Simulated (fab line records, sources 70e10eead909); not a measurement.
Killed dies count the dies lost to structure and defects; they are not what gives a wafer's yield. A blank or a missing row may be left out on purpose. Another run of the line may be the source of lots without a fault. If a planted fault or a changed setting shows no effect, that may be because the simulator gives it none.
Which tool was responsible? + flow nand harc + 39 wafers from 13 lots sampled at 5 of the route's 1159 steps

WHAT THE GAUGES READ, wafer by wafer
NHARC_A_SIN_REMOVE_INSPECT_04. Usual: 310 for raw defect count, sd 75.
| lot  | measured     | on                | raw defect count | flag |
|------|--------------|-------------------|------------------|------|
| L894 | day 14 07:34 | defect inspect-02 | 335 375 376      |      |
| L897 | day 15 04:57 | defect inspect-01 | 474 251 267      |      |
| L896 | day 15 04:58 | defect inspect-02 | 303 330 307      |      |
| L898 | day 15 21:52 | defect inspect-01 | 302 223 217      |      |
| L899 | day 15 21:48 | defect inspect-02 | 399 450 412      |      |
| L900 | day 16 16:46 | defect inspect-01 | 289 270 290      |      |
| L904 | day 17 06:08 | defect inspect-02 | 190 247 227      |      |
| L903 | day 17 09:32 | defect inspect-02 | 402 373 333      |      |
| L906 | day 18 09:50 | defect inspect-01 | 280 265 209      |      |
| L912 | day 18 14:21 | defect inspect-01 | 296 399 305      |      |
| L915 | day 19 20:23 | defect inspect-02 | 394 313 285      |      |
| L914 | day 19 20:21 | defect inspect-01 | 378 343 249      |      |
| L916 | day 20 17:04 | defect inspect-01 | 387 257 371      |      |

NHARC_A_WL_FILL_INSPECT_15. Usual: 420 for raw defect count, sd 140.
| lot  | measured     | on                | raw defect count | flag |
|------|--------------|-------------------|------------------|------|
| L894 | day 15 21:29 | defect inspect-02 | 511 861 465      |      |
| L897 | day 16 17:29 | defect inspect-01 | 548 748 362      |      |
| L896 | day 16 19:19 | defect inspect-02 | 237 275 319      |      |
| L898 | day 17 15:28 | defect inspect-01 | 382 344 354      |      |
| L899 | day 17 12:00 | defect inspect-02 | 568 672 957      |      |
| L900 | day 17 23:33 | defect inspect-01 | 293 198 299      |      |
| L904 | day 18 14:56 | defect inspect-02 | 323 451 323      |      |
| L903 | day 19 13:09 | defect inspect-02 | 342 291 305      |      |
| L906 | day 19 17:26 | defect inspect-02 | 351 347 364      |      |
| L912 | day 19 22:27 | defect inspect-01 | 396 374 427      |      |
| L915 | day 21 14:01 | defect inspect-02 | 658 448 422      |      |
| L914 | day 21 09:47 | defect inspect-01 | 372 469 319      |      |
| L916 | day 22 01:10 | defect inspect-01 | 452 491 596      |      |

NHARC_END_SORT_01. Usual: killed at array 30, standard deviation 10; killed at other 0.5, standard deviation 0.82; killed at periphery 2.9, standard deviation 2; killed dies 34, standard deviation 11; killed open 3.2, standard deviation 1.8; killed short 2.0, standard deviation 1.4.
| lot  | measured     | on        | killed at array | killed at other | killed at periphery | killed dies | killed open | killed short | flag |
|------|--------------|-----------|-----------------|-----------------|---------------------|-------------|-------------|--------------|------|
| L912 | day 24 00:26 | prober-01 | 12              | 0               | 5                   | 17          | 1           | 2            |      |

EACH LOT AND THE TOOL THAT RAN IT (in order: tool; ch and the chambers of the sampled wafers; start)
| lot  | NHARC_A_SLIT_ETCH_26             | NHARC_A_WL_FILL_ETCHBACK_26      |
|------|----------------------------------|----------------------------------|
| L894 | har etch-02 ch 0,1, day 13 22:45 | rie si-05 ch 2,3, day 15 08:54   |
| L897 | har etch-02 ch 0,1, day 14 20:07 | rie si-01 ch 0,3, day 16 04:44   |
| L896 | har etch-01 ch 0,1, day 14 20:50 | rie si-01 ch 0,2, day 16 13:02   |
| L898 | har etch-01 ch 0, day 15 13:00   | rie si-02 ch 0,2, day 16 21:34   |
| L899 | har etch-02 ch 0,1, day 15 13:44 | rie si-05 ch 1,2,3, day 16 21:34 |
| L900 | har etch-01 ch 0,1, day 16 07:54 | rie si-02 ch 2,3, day 17 13:55   |
| L904 | har etch-02 ch 0,1, day 16 21:22 | rie si-02 ch 1,2, day 18 08:58   |
| L903 | har etch-02 ch 0,1, day 17 00:43 | rie si-02 ch 0,2, day 19 07:10   |
| L906 | har etch-01 ch 0,1, day 18 01:34 | rie si-02 ch 1,2,3, day 19 10:45 |
| L912 | har etch-01 ch 0,1, day 18 07:35 | rie si-05 ch 0,1,3, day 19 14:52 |
| L915 | har etch-02 ch 0,1, day 19 13:11 | rie si-05 ch 0,2,3, day 20 22:20 |
| L914 | har etch-01 ch 0,1, day 19 13:59 | rie si-01 ch 0,3, day 20 22:19   |
| L916 | har etch-02 ch 0,1, day 20 09:56 | rie si-01 ch 1,2, day 21 14:19   |
- NHARC_A_SLIT_ETCH_26: etches the open film in C4F8/O2/Ar, time 90 s, target depth 400 nm.
- NHARC_A_WL_FILL_ETCHBACK_26: etches the open film in HBr, target depth 52 nm, time 13.3 s.

AS READ BY THE TOOLS THEMSELVES (means over the sampled wafers that have a number; for cases with no such wafer, the mark the record gives instead)
NHARC_A_SLIT_ETCH_26. Usual: drypump motor current A 6.2 A, standard deviation 0.33; esc clamp current uA 0.02106, standard deviation 0.0002; showerhead plenum p Torr 3.73 Torr, standard deviation 0.16; throttle valve pct 27.620 %, standard deviation 0.009.
| lot  | tool        | drypump motor current A (A) | esc clamp current uA | showerhead plenum p Torr (Torr) | throttle valve pct (%) | flag |
|------|-------------|-----------------------------|----------------------|---------------------------------|------------------------|------|
| L894 | har etch-02 | 6.3                         | 0.02118              | 3.63                            | 27.620                 |      |
| L897 | har etch-02 | 6.3                         | 0.02119              | 3.63                            | 27.618                 |      |
| L896 | har etch-01 | 5.8                         | 0.02080              | 3.83                            | 27.616                 |      |
| L898 | har etch-01 | 5.9                         | 0.02067              | 3.83                            | 27.615                 |      |
| L899 | har etch-02 | 6.3                         | 0.02120              | 3.62                            | 27.622                 |      |
| L900 | har etch-01 | 5.8                         | 0.02098              | 3.82                            | 27.627                 |      |
| L904 | har etch-02 | 6.5                         | 0.02111              | 3.74                            | 27.619                 |      |
| L903 | har etch-02 | 6.5                         | 0.02107              | 3.74                            | 27.614                 |      |
| L906 | har etch-01 | 5.8                         | 0.02097              | 3.81                            | 27.625                 |      |
| L912 | har etch-01 | 5.9                         | 0.02083              | 3.81                            | 27.616                 |      |
| L915 | har etch-02 | 6.3                         | 0.02122              | 3.60                            | 27.620                 |      |
| L914 | har etch-01 | 5.9                         | 0.02085              | 3.80                            | 27.617                 |      |
| L916 | har etch-02 | 6.5                         | 0.02112              | 3.72                            | 27.630                 |      |

NHARC_A_WL_FILL_ETCHBACK_26. Usual: drypump motor current A 5.8 A, standard deviation 0.4; oes product au 0.999 a.u., standard deviation 0.014; run length s 34.5 s, standard deviation 0.31; throttle valve pct 23.265 %, standard deviation 0.0091.
| lot  | tool      | drypump motor current A (A) | oes product au (a.u.) | run length s (s) | throttle valve pct (%) | flag |
|------|-----------|-----------------------------|-----------------------|------------------|------------------------|------|
| L894 | rie si-05 | 6.2                         | 0.993                 | 34.6             | 23.256                 |      |
| L897 | rie si-01 | 5.9                         | 1.006                 | 34.4             | 23.268                 |      |
| L896 | rie si-01 | 5.6                         | 0.994                 | 34.6             | 23.265                 |      |
| L898 | rie si-02 | 5.7                         | 0.984                 | 34.2             | 23.259                 |      |
| L899 | rie si-05 | 6.0                         | 1.007                 | 34.4             | 23.263                 |      |
| L900 | rie si-02 | 5.6                         | 0.992                 | 34.5             | 23.274                 |      |
| L904 | rie si-02 | 5.3                         | 1.016                 | 33.5             | 23.263                 | OFF  |
| L903 | rie si-02 | 5.4                         | 1.012                 | 31.9             | 23.269                 | OFF  |
| L906 | rie si-02 | 5.6                         | 1.000                 | 32.3             | 23.271                 | OFF  |
| L912 | rie si-05 | 5.8                         | 0.993                 | 34.4             | 23.273                 |      |
| L915 | rie si-05 | 6.0                         | 0.987                 | 34.8             | 23.269                 |      |
| L914 | rie si-01 | 5.6                         | 1.010                 | 34.7             | 23.250                 |      |
| L916 | rie si-01 | 5.9                         | 0.998                 | 34.4             | 23.267                 |      |

THE ANSWER, worked out from the rows above alone
Rule: a lot counts as off when the mean over its wafers that have a number is more than 3 standard deviations away from the usual mean. A lot without any number at a reading at which 4 lots or more have one is off too. The other lots that the step has rows for count as sound. After the gauges, taken in route order, come the tools' own readings; for these a lot's mean is taken, as printed above. At the first step where some lot is off, the reading lying furthest off is the one used; lots without a number count as furthest.
Off: L904, L903, L906 (NHARC_A_WL_FILL_ETCHBACK_26, run length s).
If a tool, at that step or one of the process steps before it, ran each lot that is off and ran no sound lot following the first of them, it fits. One candidate fits, namely rie si-02 at NHARC_A_WL_FILL_ETCHBACK_26. Its last sound lot is L900 (day 17 13:55), its first lot that is off L904 (day 18 08:58): a fault that began between those two fits.
On the lots that are off, the tool's own readings at NHARC_A_WL_FILL_ETCHBACK_26 differ by more than 5 times the standard deviation of the sound lots' means, which bears it out; run length s reads 32.6 s there versus 34.5 s on the sound lots.

WHAT THE SIMULATOR PUT IN
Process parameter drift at NHARC_A_WL_FILL_ETCHBACK_26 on rie si-02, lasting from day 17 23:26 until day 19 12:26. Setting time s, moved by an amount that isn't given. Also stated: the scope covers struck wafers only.
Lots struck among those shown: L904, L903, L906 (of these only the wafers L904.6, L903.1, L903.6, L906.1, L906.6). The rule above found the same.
